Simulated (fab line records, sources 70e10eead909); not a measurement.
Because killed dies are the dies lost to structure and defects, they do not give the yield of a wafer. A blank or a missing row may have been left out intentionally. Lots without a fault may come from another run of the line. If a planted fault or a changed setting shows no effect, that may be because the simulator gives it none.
Matching of chambers -- flow nand harc -- 4 sister chambers for NHARC_P_M0_CMP_23 on cmp-03
The step polishes, t overpolish 20 s, target thk 117.53 nm. 4 wafers are shown with their chamber, then 6 later ones without.

== EACH WAFER AND ITS CHAMBER ==
wafer,chamber,motor current A (A)
L075.3,2,12.8
L091.1,0,11.6
L091.2,3,12.7
L091.3,1,14.2

== WAFERS WITH NO CHAMBER GIVEN ==
wafer,motor current A (A)
L093.1,12.8
L093.4,12.9
L094.2,12.5
L094.4,14.5
L095.2,15.2
L096.1,14.4

== WHICH CHAMBER EACH WENT THROUGH ==
wafer,from the rows above,in truth
L093.1,can't be placed: 2 or 3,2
L093.4,can't be placed: 2 or 3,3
L094.2,can't be placed: 3 or 2 or 0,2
L094.4,1,1
L095.2,1,1
L096.1,1,1
3 of 6 placed correctly. From these rows, 3 cannot be placed; in 3 the true chamber is one of the candidates. Wrongly placed: 0.
How it was worked out, from the rows above alone: a wafer's distance from a chamber is the root of the sum, over the readings, of the square of ((its reading less the chamber's mean) divided by the reading's scatter). The wafer belongs to the nearest chamber; if the next one is less than 2 further off, it can't be placed. For every chamber, the mean is computed from those of its wafers that are shown. The scatter: root of mean squared gap, hidden wafer to nearest shown wafer, with one shown wafer a chamber.
